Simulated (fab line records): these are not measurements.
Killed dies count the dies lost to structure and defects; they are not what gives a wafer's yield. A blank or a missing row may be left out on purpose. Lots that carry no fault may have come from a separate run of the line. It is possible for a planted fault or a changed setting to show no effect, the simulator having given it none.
A struck lot beside a sound one	flow nand-harc	14 out of 1302 route steps
Sound: wafers L270.1, L270.3, L270.5. The struck wafers were L275.4, L275.5, L275.6. The cause is named last.
Per side, at each step with rows, come the tool, then ch with its chambers, and then its first start. Under that, the readings that differ: sound wafers	struck wafers	difference of the means	sigmas: that difference in standard deviations of wafers without a fault.
alike: same words and numbers on both sides, and readings whose means sit less than 2 such deviations apart. not compared: any withheld reading, any reading some wafer has no value for, any bound like >300 that may hide the same value, and any number with overlapping values for which the record gives no deviation.
The two part at a step that has a row with sigmas, a row that says differs or no value, or rows on one side only. Numbers that have no deviation but don't overlap get no sigmas and don't part them. A reading that every wafer of one side lacks parts them only if that side has two wafers or more.

first, 1 step without rows for these wafers: NHARC_A_ONON_D1_DEP_03 (target thk 1000 nm).
NHARC_A_ONON_D1_THK_MEAS_05: measures by ellipsometry.
  sound on film-metro-02 at day 8 09:45; struck on film-metro-02 at day 10 12:22
  alike: thk-nm
then NHARC_A_ONON_D1_DEP_06 (target thk 1000 nm), 1 step lacking rows for these wafers.
NHARC_A_ONON_D1_THK_MEAS_08: measures by ellipsometry.
  sound on film-metro-02 at day 8 10:19; struck on film-metro-02 at day 10 12:56
  alike: thk-nm
then NHARC_A_ONON_D1_DEP_09 (target thk 1000 nm), 1 step lacking rows for these wafers.
NHARC_A_ONON_D1_THK_MEAS_11: measures by ellipsometry.
  sound on film-metro-02 at day 8 10:53; struck on film-metro-02 at day 10 13:31
  alike: thk-nm
then NHARC_A_ONON_D1_DEP_12 (target thk 1000 nm), 1 step lacking rows for these wafers.
NHARC_A_ONON_D1_THK_MEAS_14: measures by ellipsometry.
  sound on film-metro-01 at day 8 11:26; struck on film-metro-02 at day 10 14:05
  alike: thk-nm
then, 2 steps without rows for these wafers: NHARC_A_ONON_D1_ANNEAL_15 (time 3600 s); NHARC_A_ONON_D1_DEP_16 (target thk 1000 nm).
NHARC_A_ONON_D1_THK_MEAS_18: measures by ellipsometry.
  sound on film-metro-01 at day 8 21:57; struck on film-metro-01 at day 11 01:53
  alike: thk-nm
NHARC_A_ONON_D1_DEP_19: target thk 1000 nm.
  sound on pecvd-onon-01 ch 0, day 8 22:00; struck on pecvd-onon-01 ch 0, day 11 02:07
NHARC_A_ONON_D1_THK_MEAS_21: measures by ellipsometry.
  sound on film-metro-01 at day 8 22:31; struck on film-metro-01 at day 11 02:27
reading	sound	struck	difference	sigmas
thk-nm (nm)	1013 1010 1010	913 912 913	-98	-10
then NHARC_A_ONON_D1_DEP_22 (target thk 1000 nm), 1 step lacking rows for these wafers.

## WHERE THEY PART
NHARC_A_ONON_D1_THK_MEAS_21 only, going by this record.

WHY: what had been put in by the simulator
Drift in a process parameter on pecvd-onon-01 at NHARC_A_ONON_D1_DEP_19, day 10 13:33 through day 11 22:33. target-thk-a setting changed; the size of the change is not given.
